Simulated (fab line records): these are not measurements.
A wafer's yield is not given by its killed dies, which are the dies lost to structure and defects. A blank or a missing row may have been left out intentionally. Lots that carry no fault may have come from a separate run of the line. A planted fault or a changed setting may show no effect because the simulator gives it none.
fab line records || flow n5_finfet
[record] {"lots": 4, "wafers": 12, "last_day": 18}
route steps=1938 shown BEOL_M6@1251 BEOL_M7@1263 PASSIVATION@1936
lots that met no fault: taken from a fault-free run of the same line
start_h: the number of hours between the record's first day and the start of the first shown wafer of the lot || wait_h: hours since the lot's step before || " same as the row above || L1.1+2: several wafers, shown together as one row || - no value, or no start given || * or withheld: withheld || < > ~ a bound
route shown NAME@n: a module of which the file shows steps, and the number in the route of the first || usual: average and standard deviation across the fault-free wafers || same: alike in all rows || chamber/n: place in a boat || sites: readings site by site || _std_site: their standard deviation || _edge_site: inner sites' mean taken away from outer sites' mean || radius_mm: for every site, how far away it sits from the centre of the wafer || mask NAME#n: copy n || behind: the tool/chamber that last shaped the wafer || hold: cause of the lot's hold/its duration in hours/its outcome || device: the transistor (n, p or np) that didn't switch || end of line: tests of these same wafers at the route's end || a step without rows: its recipe alone || killed: the dies lost at the first sort to structure and to defects; this is not the yield of the wafer || map: a wafer's dies, x killed, . not, _ none there
set.NAME: the setting that was run; set.NAME@STEP: the one run at that earlier step || model.NAME: the simulator's own value behind a step, which no gauge read
lots at selected steps of the route; one table per step, one row per wafer
services: a tool's chamber out of use, with start hour (start_h, from the record's first day; less than 0 if before it), hours out, and reason
[[steps]]
[step N5_BEOL_M6_ALD_77]
[recipe] {"material": "TaN", "target_thk_a": 20, "temp_c": 275, "ald_precursor_family": "PDMAT", "ald_co_reactant": "NH3", "pressure_torr": 3, "carrier_flow_sccm": 1500, "pulse_time_s": 2, "purge_time_s": 3, "co_reactant_purge_time_s": 2, "co_reactant_pulse_time_s": 3, "ald_cycles": 40, "precursor_vessel_temp_c": 75, "precursor_vessel_pressure_torr": 26.25, "precursor_vessel_carrier_sccm": 1000}
[step N5_BEOL_M6_SURFACE_TREAT_79]
[recipe] {"gas": "Ar", "time_s": "*", "ion_energy_ev": "*", "ion_current_ma_cm2": 0.5, "pressure_mtorr": "*", "ar_flow_sccm": 30}
[step N5_BEOL_M6_CVD_78]
[recipe] {"material": "Co", "target_thk_a": 20, "temp_c": "withheld", "precursor": "CCTBA/H2", "pressure_torr": 30, "time_s": 142.3}
[step N5_BEOL_M6_SPUTTER_48]
[recipe] {"material": "Cu", "target_thk_a": 100, "temp_c": -20, "bias_v": 60, "power_w": 26000, "chamber_pressure_pa": 0.13, "time_s": 1.667}
[step N5_BEOL_M6_ECD_50]
[recipe] {"material": "Cu", "target_thk_a": 3000}
[step N5_BEOL_M6_ANNEAL_51]
[recipe] {"temp_c": 225, "time_s": 90, "ambient": "N2"}
[step N5_BEOL_M6_CMP_52]
[recipe] {"stop_on": "SiCOH_lowk", "t_overpolish_s": 6.9, "down_force_psi": 1, "platen_rpm": 50, "clearing_platen_down_force_psi": 1.5, "clearing_platen_rpm": 50, "post_cmp_clean": "cu_alkaline", "target_thk_nm": 80, "clearing_platen_pad_velocity_m_s": 0.99484, "pad_velocity_m_s": 0.99484}
[step N5_BEOL_M6_PRE_CLEAN_55]
[recipe] {"gas": "NH3", "time_s": 15, "temp_c": "withheld", "rf_power_w": 300}
[step N5_BEOL_M6_DEP_56]
[recipe] {"material": "SiCN", "target_thk_a": 100, "temp_c": "withheld", "precursor": "3MS/NH3", "pressure_torr": 3, "rf_w": 202, "time_s": 17.5}
[step N5_BEOL_M7_ILD_DEP_00]
[recipe] {"material": "SiCOH_lowk", "target_thk_a": 1797.5, "temp_c": 300, "precursor": "DEMS/porogen", "pressure_torr": 5, "rf_w": 500, "time_s": 33.4}
[usual] {"chamber_pressure_Torr": "5.000/0.011", "heater_power_w": "297/55", "rf_fwd_power_W": "494.5/2.3", "showerhead_plenum_p_Torr": "5.742/0.017", "susceptor_temp_C": "299.98/0.18", "throttle_valve_pct": "13.9/0.63"}
{"lot.wafer": "L196.1", "tool": "pecvd-04", "chamber": 2, "start_h": 264.86, "wait_h": 0.0, "chamber_pressure_Torr": 5.001, "heater_power_w": 274, "rf_fwd_power_W": 496.0, "showerhead_plenum_p_Torr": 5.731, "susceptor_temp_C": 299.98, "throttle_valve_pct": 13.3, "model.SiCOH_lowk_of_BEOL_M7_ILD_DEP_00.thk_nm": 184.6}
{"lot.wafer": "L196.2", "tool": "pecvd-04", "chamber": 0, "start_h": 264.86, "wait_h": 0.0, "chamber_pressure_Torr": 5.001, "heater_power_w": 266, "rf_fwd_power_W": 494.0, "showerhead_plenum_p_Torr": 5.740, "susceptor_temp_C": 299.92, "throttle_valve_pct": 13.9, "model.SiCOH_lowk_of_BEOL_M7_ILD_DEP_00.thk_nm": 184}
{"lot.wafer": "L196.4", "tool": "pecvd-04", "chamber": 0, "start_h": 264.86, "wait_h": 0.0, "chamber_pressure_Torr": 4.990, "heater_power_w": 270, "rf_fwd_power_W": 495.2, "showerhead_plenum_p_Torr": 5.719, "susceptor_temp_C": 300.04, "throttle_valve_pct": 13.8, "model.SiCOH_lowk_of_BEOL_M7_ILD_DEP_00.thk_nm": 183.6}
{"lot.wafer": "L204.1", "tool": "pecvd-04", "chamber": 0, "start_h": 318.32, "wait_h": 0.0, "chamber_pressure_Torr": 5.002, "heater_power_w": 290, "rf_fwd_power_W": 497.9, "showerhead_plenum_p_Torr": 5.737, "susceptor_temp_C": 304.86, "throttle_valve_pct": 14.0, "model.SiCOH_lowk_of_BEOL_M7_ILD_DEP_00.thk_nm": 176.4}
{"lot.wafer": "L204.2", "tool": "pecvd-04", "chamber": 1, "start_h": 318.32, "wait_h": 0.0, "chamber_pressure_Torr": 4.983, "heater_power_w": 261, "rf_fwd_power_W": 492.7, "showerhead_plenum_p_Torr": 5.743, "susceptor_temp_C": 299.78, "throttle_valve_pct": 14.4, "model.SiCOH_lowk_of_BEOL_M7_ILD_DEP_00.thk_nm": 177.2}
{"lot.wafer": "L204.6", "tool": "pecvd-04", "chamber": 1, "start_h": 318.32, "wait_h": 0.0, "chamber_pressure_Torr": 4.980, "heater_power_w": 278, "rf_fwd_power_W": 494.1, "showerhead_plenum_p_Torr": 5.756, "susceptor_temp_C": 300.06, "throttle_valve_pct": 14.0, "model.SiCOH_lowk_of_BEOL_M7_ILD_DEP_00.thk_nm": 181}
{"lot.wafer": "L205.3", "tool": "pecvd-04", "chamber": 2, "start_h": 318.88, "wait_h": 0.0, "chamber_pressure_Torr": 5.011, "heater_power_w": 268, "rf_fwd_power_W": 492.9, "showerhead_plenum_p_Torr": 5.733, "susceptor_temp_C": 299.89, "throttle_valve_pct": 13.5, "model.SiCOH_lowk_of_BEOL_M7_ILD_DEP_00.thk_nm": 177}
{"lot.wafer": "L205.5", "tool": "pecvd-04", "chamber": 0, "start_h": 318.88, "wait_h": 0.0, "chamber_pressure_Torr": 5.007, "heater_power_w": 264, "rf_fwd_power_W": 494.9, "showerhead_plenum_p_Torr": 5.732, "susceptor_temp_C": 304.76, "throttle_valve_pct": 13.8, "model.SiCOH_lowk_of_BEOL_M7_ILD_DEP_00.thk_nm": 178.6}
{"lot.wafer": "L205.6", "tool": "pecvd-04", "chamber": 2, "start_h": 318.88, "wait_h": 0.0, "chamber_pressure_Torr": 4.998, "heater_power_w": 270, "rf_fwd_power_W": 491.2, "showerhead_plenum_p_Torr": 5.722, "susceptor_temp_C": 300.12, "throttle_valve_pct": 13.0, "model.SiCOH_lowk_of_BEOL_M7_ILD_DEP_00.thk_nm": 180.8}
{"lot.wafer": "L208.3", "tool": "pecvd-02", "chamber": 1, "start_h": 355.08, "wait_h": 0.0, "chamber_pressure_Torr": 4.997, "heater_power_w": 292, "rf_fwd_power_W": 488.3, "showerhead_plenum_p_Torr": 5.751, "susceptor_temp_C": 300.22, "throttle_valve_pct": 15.1, "model.SiCOH_lowk_of_BEOL_M7_ILD_DEP_00.thk_nm": 175}
{"lot.wafer": "L208.4", "tool": "pecvd-02", "chamber": 0, "start_h": 355.08, "wait_h": 0.0, "chamber_pressure_Torr": 5.007, "heater_power_w": 340, "rf_fwd_power_W": 495.9, "showerhead_plenum_p_Torr": 5.714, "susceptor_temp_C": 299.69, "throttle_valve_pct": 14.4, "model.SiCOH_lowk_of_BEOL_M7_ILD_DEP_00.thk_nm": 178.2}
{"lot.wafer": "L208.6", "tool": "pecvd-02", "chamber": 1, "start_h": 355.08, "wait_h": 0.0, "chamber_pressure_Torr": 4.998, "heater_power_w": 289, "rf_fwd_power_W": 489.8, "showerhead_plenum_p_Torr": 5.733, "susceptor_temp_C": 300.16, "throttle_valve_pct": 15.0, "model.SiCOH_lowk_of_BEOL_M7_ILD_DEP_00.thk_nm": 177}
[step N5_BEOL_M7_CURE_74]
[recipe] {"temp_c": 385, "time_s": 240, "ambient": "He/Ar", "material": "SiCOH_lowk"}
[step N5_BEOL_M7_PECVD_70]
[recipe] {"material": "SiO2", "target_thk_a": 200, "temp_c": 400, "precursor": "TEOS/O2", "pressure_torr": 5.5, "rf_w": 450, "teos_flow_sccm": 53.8, "gas": "O2", "flow_sccm": 3000, "time_s": 22.7}
[step N5_BEOL_M7_HM_DEP_02]
[recipe] {"material": "TiN", "target_thk_a": 200, "temp_c": 25, "chamber_pressure_pa": 0.49996}
[step N5_BEOL_M7_COAT_59]
[recipe] {"resist": "SOC", "temp_c": 250, "time_s": 60, "spin_rpm": 1500, "resist_thk_nm": 100}
[step N5_BEOL_M7_COAT_60]
[recipe] {"resist": "SiARC", "temp_c": 220, "time_s": 60, "spin_rpm": 1500, "resist_thk_nm": 35}
[step N5_BEOL_M7_COAT_05]
[recipe] {"resist": "CAR-ArF", "spin_rpm": 1500, "resist_thk_nm": 90}
[step N5_BEOL_M7_EBR_07]
[recipe] {"solvent": "PGMEA", "ebr_width_mm": 1.5}
[step N5_BEOL_M7_SOFTBAKE_06]
[recipe] {"temp_c": 110, "time_s": 60, "resist": "CAR-ArF"}
[step N5_BEOL_M7_EXPOSE_08]
[recipe] {"mask_id": "M7", "na": 1.35, "source_shape": "dipole", "sigma_inner": 0.817, "sigma_outer": 0.97, "polarization": "te", "dose_mj": 68.25}
[step N5_BEOL_M7_PEB_09]
[recipe] {"peb_temp_c": "withheld", "peb_time_s": 60, "resist": "CAR-ArF"}
[step N5_BEOL_M7_DEVELOP_10]
[recipe] {"develop_time_s": 30, "developer": "TMAH", "resist": "CAR-ArF", "rinse_liquid": "diw", "dry": "air_spin", "dev_temp_c": 23}
[step N5_BEOL_M7_DESCUM_16]
[recipe] {"chemistry": "O2", "time_s": 7.9, "source_power_w": 50, "bias_power_w": 20, "pressure_mtorr": 20, "rf_frequency_hz": 2.712e+07, "temp_c": 40, "resist": "CAR-ArF", "o2_flow_sccm": 225}
[step N5_BEOL_M7_ETCH_61]
[recipe] {"chemistry": "CF4", "target": "SiARC", "target_depth_a": 455, "mask_material": "CAR-ArF", "time_s": 75.8, "ion_energy_ev": 80, "pressure_mtorr": 40, "source_w": 545, "bias_w": 36, "Ar_flow_sccm": 100, "cf4_flow_sccm": 100, "ends": "cleared"}
[step N5_BEOL_M7_ETCH_62]
[recipe] {"chemistry": "N2/H2", "target": "SOC", "target_depth_a": 1100, "overetch_a": 220, "mask_material": "SiARC", "temp_c": 40, "time_s": 165, "ion_energy_ev": 200, "pressure_mtorr": 30, "source_w": 840, "bias_w": 150, "n2_flow_sccm": 200, "h2_flow_sccm": 200}
[step N5_BEOL_M7_STRIP_68]
[recipe] {"chemistry": "N2/H2", "temp_c": 40, "n2_flow_sccm": 200, "h2_flow_sccm": 200, "rf_frequency_hz": 6e+07}
[step N5_BEOL_M7_STRIP_67]
[recipe] {"chemistry": "CF4", "resist": "SiARC", "power_w": 300, "bias_power_w": 75, "pressure_mtorr": 50, "cf4_flow_sccm": 150, "rf_frequency_hz": 6e+07}
[step N5_BEOL_M7_HM_OPEN_17]
[recipe] {"chemistry": "Cl2/BCl3", "target_depth_a": 200, "overetch_a": 60, "target": "TiN", "mask_material": "SOC", "ion_energy_ev": 150, "pressure_mtorr": 10, "icp_w": 1000, "bias_w": 126, "Cl2_flow_sccm": 53.25, "bcl3_flow_sccm": 21.75, "Ar_flow_sccm": 25}
[step N5_BEOL_M7_STRIP_19]
[recipe] {"chemistry": "O2", "power_w": 400, "temp_c": 40, "pressure_mtorr": 30, "rf_frequency_hz": 6e+07, "bias_power_w": 0, "overash_fraction": 0.2, "o2_flow_sccm": 225}
[step N5_BEOL_M7_COAT_63]
[recipe] {"resist": "SOC", "temp_c": 250, "time_s": 60, "spin_rpm": 1500, "resist_thk_nm": 60}
[step N5_BEOL_M7_COAT_64]
[recipe] {"resist": "SiARC", "temp_c": 220, "time_s": 60, "spin_rpm": 1500, "resist_thk_nm": 12}
[step N5_BEOL_M7_COAT_71]
[recipe] {"resist": "underlayer", "temp_c": 205, "time_s": 60, "spin_rpm": 1500, "resist_thk_nm": 5}
[step N5_BEOL_M7_COAT_22]
[recipe] {"resist": "CAR-EUV", "spin_rpm": 1500, "resist_thk_nm": 30}
[step N5_BEOL_M7_EBR_24]
[recipe] {"solvent": "PGMEA", "ebr_width_mm": 1.5}
[step N5_BEOL_M7_SOFTBAKE_23]
[recipe] {"temp_c": 110, "time_s": 60, "resist": "CAR-EUV"}
[step N5_BEOL_M7_CMP_52]
[recipe] {"stop_on": "SiCOH_lowk", "t_overpolish_s": 6.9, "down_force_psi": 1, "platen_rpm": 50, "clearing_platen_down_force_psi": 1.5, "clearing_platen_rpm": 50, "post_cmp_clean": "cu_alkaline", "target_thk_nm": 80, "clearing_platen_pad_velocity_m_s": 0.99484, "pad_velocity_m_s": 0.99484}
[usual] {"barrier_field_endpoint_s": "29.0/0.71", "motor_current_A": "6.1/0.75", "overpolish_run_s": "6.900/0.0093", "time_to_endpoint_s": "62.5/2.9"}
[same] {"t_overpolish_s": 6.9}
{"lot.wafer": "L196.1", "tool": "cmp-04", "chamber": 1, "start_h": 272.86, "wait_h": 0.4, "barrier_field_endpoint_s": 29.4, "motor_current_A": 6.8, "overpolish_run_s": 6.901, "time_to_endpoint_s": 64.2, "model.SiCOH_lowk_of_BEOL_M7_ILD_DEP_00.thk_nm": 156.2}
{"lot.wafer": "L196.4", "tool": "cmp-04", "chamber": 2, "start_h": 272.86, "wait_h": 0.4, "barrier_field_endpoint_s": 30.1, "motor_current_A": 5.9, "overpolish_run_s": 6.902, "time_to_endpoint_s": 66.4, "model.SiCOH_lowk_of_BEOL_M7_ILD_DEP_00.thk_nm": 155.4}
{"lot.wafer": "L196.2", "tool": "cmp-04", "chamber": 3, "start_h": 272.86, "wait_h": 0.4, "barrier_field_endpoint_s": 28.5, "motor_current_A": 6.1, "overpolish_run_s": 6.887, "time_to_endpoint_s": 60.7, "model.SiCOH_lowk_of_BEOL_M7_ILD_DEP_00.thk_nm": 155.8}
{"lot.wafer": "L204.1", "tool": "cmp-01", "chamber": 3, "start_h": 325.04, "wait_h": 0.3, "barrier_field_endpoint_s": 29.8, "motor_current_A": 6.9, "overpolish_run_s": 6.912, "time_to_endpoint_s": 66.7, "model.SiCOH_lowk_of_BEOL_M7_ILD_DEP_00.thk_nm": 149}
{"lot.wafer": "L204.2", "tool": "cmp-01", "chamber": 2, "start_h": 325.04, "wait_h": 0.3, "barrier_field_endpoint_s": 29.0, "motor_current_A": 4.9, "overpolish_run_s": 6.911, "time_to_endpoint_s": 64.0, "model.SiCOH_lowk_of_BEOL_M7_ILD_DEP_00.thk_nm": 149.8}
{"lot.wafer": "L204.6", "tool": "cmp-01", "chamber": 0, "start_h": 325.04, "wait_h": 0.3, "barrier_field_endpoint_s": 29.8, "motor_current_A": 6.7, "overpolish_run_s": 6.898, "time_to_endpoint_s": 65.2, "model.SiCOH_lowk_of_BEOL_M7_ILD_DEP_00.thk_nm": 153}
{"lot.wafer": "L205.3", "tool": "cmp-01", "chamber": 2, "start_h": 325.26, "wait_h": 0.3, "barrier_field_endpoint_s": 28.8, "motor_current_A": 5.4, "overpolish_run_s": 6.897, "time_to_endpoint_s": 62.6, "model.SiCOH_lowk_of_BEOL_M7_ILD_DEP_00.thk_nm": 149.6}
{"lot.wafer": "L205.5", "tool": "cmp-01", "chamber": 2, "start_h": 325.26, "wait_h": 0.3, "barrier_field_endpoint_s": 29.5, "motor_current_A": 5.3, "overpolish_run_s": 6.903, "time_to_endpoint_s": 57.9, "model.SiCOH_lowk_of_BEOL_M7_ILD_DEP_00.thk_nm": 151}
{"lot.wafer": "L205.6", "tool": "cmp-01", "chamber": 3, "start_h": 325.26, "wait_h": 0.3, "barrier_field_endpoint_s": 29.0, "motor_current_A": 6.9, "overpolish_run_s": 6.885, "time_to_endpoint_s": 63.2, "model.SiCOH_lowk_of_BEOL_M7_ILD_DEP_00.thk_nm": 153}
{"lot.wafer": "L208.4", "tool": "cmp-04", "chamber": 0, "start_h": 361.52, "wait_h": 0.2, "barrier_field_endpoint_s": 29.6, "motor_current_A": 5.1, "overpolish_run_s": 6.899, "time_to_endpoint_s": 63.4, "model.SiCOH_lowk_of_BEOL_M7_ILD_DEP_00.thk_nm": 150.6}
{"lot.wafer": "L208.3", "tool": "cmp-04", "chamber": 1, "start_h": 361.52, "wait_h": 0.2, "barrier_field_endpoint_s": 29.5, "motor_current_A": 6.9, "overpolish_run_s": 6.903, "time_to_endpoint_s": 65.0, "model.SiCOH_lowk_of_BEOL_M7_ILD_DEP_00.thk_nm": 147.8}
{"lot.wafer": "L208.6", "tool": "cmp-04", "chamber": 3, "start_h": 361.52, "wait_h": 0.2, "barrier_field_endpoint_s": 29.0, "motor_current_A": 6.2, "overpolish_run_s": 6.894, "time_to_endpoint_s": 60.4, "model.SiCOH_lowk_of_BEOL_M7_ILD_DEP_00.thk_nm": 149.6}
[step N5_PASSIVATION_PROBE_49]
[usual] {"defect_limited_yield": "91.6/1.4", "killed_at_M0_to_M3": "35/10", "killed_at_M4_up": "13/4.8", "killed_at_contacts": "12/7.2", "killed_at_front_end": "36/12", "killed_at_other": "4/3.1", "killed_dies": "100/17", "killed_open": "66/13", "killed_short": "32/7.3", "sort_bin_4_leakage": "0.00/0.0099", "sort_bin_5_function": "5.0/0.94", "sort_bin_6_memory": "3.1/0.67", "sort_n_pass": "1080/17", "sort_yield_pct": "91.6/1.4"}
[same] {"gross_dies": 1180, "killed_at_back_side": 0, "sort_bin_8_speed[%]": 0}
{"lot.wafer": "L196.1", "tool": "prober-02", "chamber": "-", "start_h": 371.37, "wait_h": 0.0, "defect_limited_yield[%]": 91.8, "killed_at_M0_to_M3": 22, "killed_at_M4_up": 17, "killed_at_contacts": 17, "killed_at_front_end": 38, "killed_at_other": 3, "killed_dies": 97, "killed_open": 71, "killed_short": 26, "sort_bin_4_leakage[%]": 0, "sort_bin_5_function[%]": 5.0, "sort_bin_6_memory[%]": 2.6, "sort_n_pass": 1083, "sort_yield_pct[%]": 91.8}
{"lot.wafer": "L196.2", "tool": "prober-02", "chamber": "-", "start_h": 371.42, "wait_h": 0.1, "defect_limited_yield[%]": 90.9, "killed_at_M0_to_M3": 21, "killed_at_M4_up": 14, "killed_at_contacts": 10, "killed_at_front_end": 62, "killed_at_other": 0, "killed_dies": 107, "killed_open": 71, "killed_short": 35, "sort_bin_4_leakage[%]": 0, "sort_bin_5_function[%]": 5.6, "sort_bin_6_memory[%]": 3.1, "sort_n_pass": 1073, "sort_yield_pct[%]": 90.9}
{"lot.wafer": "L196.4", "tool": "prober-02", "chamber": "-", "start_h": 371.52, "wait_h": 0.2, "defect_limited_yield[%]": 90.7, "killed_at_M0_to_M3": 19, "killed_at_M4_up": 14, "killed_at_contacts": 9, "killed_at_front_end": 65, "killed_at_other": 3, "killed_dies": 110, "killed_open": 71, "killed_short": 39, "sort_bin_4_leakage[%]": 0, "sort_bin_5_function[%]": 5.8, "sort_bin_6_memory[%]": 3.1, "sort_n_pass": 1070, "sort_yield_pct[%]": 90.7}
{"lot.wafer": "L205.3", "tool": "prober-01", "chamber": "-", "start_h": 409.24, "wait_h": 0.1, "defect_limited_yield[%]": 93.1, "killed_at_M0_to_M3": 48, "killed_at_M4_up": 10, "killed_at_contacts": 8, "killed_at_front_end": 16, "killed_at_other": 0, "killed_dies": 82, "killed_open": 56, "killed_short": 26, "sort_bin_4_leakage[%]": 0, "sort_bin_5_function[%]": 4.6, "sort_bin_6_memory[%]": 2.2, "sort_n_pass": 1098, "sort_yield_pct[%]": 93.1}
{"lot.wafer": "L205.5", "tool": "prober-01", "chamber": "-", "start_h": 409.34, "wait_h": 0.2, "defect_limited_yield[%]": 93.5, "killed_at_M0_to_M3": 31, "killed_at_M4_up": 5, "killed_at_contacts": 9, "killed_at_front_end": 30, "killed_at_other": 2, "killed_dies": 77, "killed_open": 55, "killed_short": 22, "sort_bin_4_leakage[%]": 0, "sort_bin_5_function[%]": 4.3, "sort_bin_6_memory[%]": 1.8, "sort_n_pass": 1103, "sort_yield_pct[%]": 93.5}
{"lot.wafer": "L205.6", "tool": "prober-01", "chamber": "-", "start_h": 409.39, "wait_h": 0.3, "defect_limited_yield[%]": 92.3, "killed_at_M0_to_M3": 27, "killed_at_M4_up": 12, "killed_at_contacts": 13, "killed_at_front_end": 38, "killed_at_other": 1, "killed_dies": 91, "killed_open": 63, "killed_short": 28, "sort_bin_4_leakage[%]": 0, "sort_bin_5_function[%]": 4.2, "sort_bin_6_memory[%]": 3.0, "sort_n_pass": 1089, "sort_yield_pct[%]": 92.3}
{"lot.wafer": "L208.3", "tool": "prober-02", "chamber": "-", "start_h": 438.64, "wait_h": 0.1, "defect_limited_yield[%]": 95.1, "killed_at_M0_to_M3": 22, "killed_at_M4_up": 8, "killed_at_contacts": 3, "killed_at_front_end": 20, "killed_at_other": 5, "killed_dies": 58, "killed_open": 35, "killed_short": 22, "sort_bin_4_leakage[%]": 0, "sort_bin_5_function[%]": 2.4, "sort_bin_6_memory[%]": 2.2, "sort_n_pass": 1122, "sort_yield_pct[%]": 95.1}
{"lot.wafer": "L208.4", "tool": "prober-02", "chamber": "-", "start_h": 438.69, "wait_h": 0.2, "defect_limited_yield[%]": 91.4, "killed_at_M0_to_M3": 43, "killed_at_M4_up": 20, "killed_at_contacts": 12, "killed_at_front_end": 25, "killed_at_other": 2, "killed_dies": 102, "killed_open": 73, "killed_short": 29, "sort_bin_4_leakage[%]": 0, "sort_bin_5_function[%]": 5.2, "sort_bin_6_memory[%]": 3.4, "sort_n_pass": 1078, "sort_yield_pct[%]": 91.4}
{"lot.wafer": "L208.6", "tool": "prober-02", "chamber": "-", "start_h": 438.79, "wait_h": 0.3, "defect_limited_yield[%]": 94.3, "killed_at_M0_to_M3": 24, "killed_at_M4_up": 9, "killed_at_contacts": 13, "killed_at_front_end": 19, "killed_at_other": 2, "killed_dies": 67, "killed_open": 42, "killed_short": 25, "sort_bin_4_leakage[%]": 0, "sort_bin_5_function[%]": 2.7, "sort_bin_6_memory[%]": 2.9, "sort_n_pass": 1113, "sort_yield_pct[%]": 94.3}
// killed by level:class
L196.1 MOL_CONTACT_COAG:geometric_particle:open=14 BEOL_M4:geometric_particle:open=13 STI_FIN_REVEAL:geometric_particle:open=12 BEOL_M2:geometric_particle:open=10 FIN_SAQP:geometric_particle:open=5 STI_FIN_REVEAL:geometric_particle:short=4 ILD0:geometric_particle:open=4 ILD0:geometric_particle:short=3
L196.2 STI_FIN_REVEAL:geometric_particle:open=22 FIN_SAQP:geometric_particle:open=6 MOL_CONTACT_COAG:geometric_particle:open=6 BEOL_M4:geometric_particle:open=6 BEOL_M0_SAQP:geometric_particle:open=6 STI_FIN_REVEAL:geometric_particle:short=5 STARTING-WAFER:geometric_particle:short=5 FIN_SAQP:geometric_particle:short=4
L196.4 STI_FIN_REVEAL:geometric_particle:open=17 FIN_SAQP:geometric_particle:short=13 MOL_CONTACT_COAG:geometric_particle:open=9 DUMMY_GATE:geometric_particle:open=7 BEOL_M4:geometric_particle:open=7 FIN_SAQP:geometric_particle:open=6 BEOL_M1:geometric_particle:open=6 STI_FIN_REVEAL:geometric_particle:short=5
L205.3 BEOL_M0_SAQP:geometric_particle:short=11 BEOL_M0_SAQP:geometric_particle:open=11 BEOL_M3:geometric_particle:open=10 BEOL_M1:geometric_particle:open=7 MOL_CONTACT_COAG:geometric_particle:open=6 GATE_CUT:geometric_particle:short=5 BEOL_M2:geometric_particle:open=5 BEOL_M4:geometric_particle:open=3
L205.5 BEOL_M0_SAQP:geometric_particle:open=10 BEOL_M1:geometric_particle:open=8 MOL_CONTACT_COAG:geometric_particle:open=7 FIN_SAQP:geometric_particle:short=6 FIN_SAQP:geometric_particle:open=6 DUMMY_GATE:geometric_particle:open=6 BEOL_M0_SAQP:geometric_particle:short=6 STI_FIN_REVEAL:geometric_particle:open=5
L205.6 STI_FIN_REVEAL:geometric_particle:open=15 MOL_CONTACT_COAG:geometric_particle:open=11 BEOL_M0_SAQP:geometric_particle:open=10 BEOL_M0_SAQP:geometric_particle:short=7 GATE_CUT:geometric_particle:open=3 GATE_CUT:geometric_particle:short=3 BEOL_M3:geometric_particle:open=3 BEOL_M3:geometric_particle:short=3
L208.3 BEOL_M2:geometric_particle:open=13 FIN_SAQP:geometric_particle:short=6 STI_FIN_REVEAL:geometric_particle:open=3 GATE_CUT:geometric_particle:short=3 MOL_CONTACT_COAG:geometric_particle:open=3 BEOL_M0_SAQP:geometric_particle:short=3 PASS1_DEP:geometric_particle:short=3 FIN_SAQP:geometric_particle:open=2
L208.4 MOL_CONTACT_COAG:geometric_particle:open=11 BEOL_M1:geometric_particle:open=10 FIN_SAQP:geometric_particle:short=8 FIN_SAQP:geometric_particle:open=7 BEOL_M2:geometric_particle:open=7 BEOL_M0_SAQP:geometric_particle:short=6 BEOL_M0_SAQP:geometric_particle:open=6 BEOL_M4:geometric_particle:open=6
L208.6 BEOL_M0_SAQP:geometric_particle:open=8 MOL_CONTACT_COAG:geometric_particle:open=7 BEOL_M0_SAQP:geometric_particle:short=7 STI_FIN_REVEAL:geometric_particle:open=6 MOL_CONTACT_COAG:geometric_particle:short=6 FIN_SAQP:geometric_particle:short=5 BEOL_M5:geometric_particle:open=5 BEOL_M2:geometric_particle:open=3
[[services]]
{"tool": "cmp-01", "chamber": "-", "start_h": 243.06, "hours": "-", "kind": "consumable_replace:conditioner"}
{"tool": "cmp-01", "chamber": "-", "start_h": 243.06, "hours": "-", "kind": "consumable_replace:pad"}
{"tool": "pecvd-02", "chamber": 2, "start_h": 245.18, "hours": 15.3, "kind": "repair"}
{"tool": "cmp-01", "chamber": "-", "start_h": 248.53, "hours": 5.0, "kind": "repair"}
{"tool": "cmp-01", "chamber": "-", "start_h": 263.05, "hours": 14.3, "kind": "pm"}
{"tool": "pecvd-02", "chamber": 2, "start_h": 276.32, "hours": 5.5, "kind": "scheduled_down"}
{"tool": "pecvd-02", "chamber": 1, "start_h": 291.84, "hours": 19.8, "kind": "repair"}
{"tool": "cmp-04", "chamber": "-", "start_h": 296.05, "hours": 0.3, "kind": "repair"}
{"tool": "cmp-01", "chamber": "-", "start_h": 300.84, "hours": 1.5, "kind": "repair"}
{"tool": "cmp-04", "chamber": "-", "start_h": 315.94, "hours": 0.9, "kind": "repair"}
{"tool": "cmp-04", "chamber": "-", "start_h": 322.00, "hours": 0.2, "kind": "repair"}
[[key]]
[first_sign] {"step": "N5_BEOL_M7_ILD_DEP_00", "reading": "susceptor_temp_C", "direction": "up", "sigmas": 27, "usual": "*", "struck": "*"}
effect none on later readings
[model_effect] {"step": "N5_BEOL_M7_ILD_DEP_00", "value": "SiCOH_lowk_of_BEOL_M7_ILD_DEP_00.thk_nm", "without": 182.4, "struck": 177.5}
[model_effect] {"step": "N5_BEOL_M7_CMP_52", "value": "SiCOH_lowk_of_BEOL_M7_ILD_DEP_00.thk_nm", "without": 154.2, "struck": 150}
met_at N5_BEOL_M7_ILD_DEP_00
struck_wafers L204.1,L205.5
onset_between 264.86 318.32
[fault] {"kind": "process_parameter_drift", "tool": "pecvd-04", "chamber": 0, "onset_h": 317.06, "steps": "N5_BEOL_M7_ILD_DEP_00", "channel": "temp_c", "offset": "*", "shape": "step", "end_h": 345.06, "acts_in": "*", "stated": "*"}
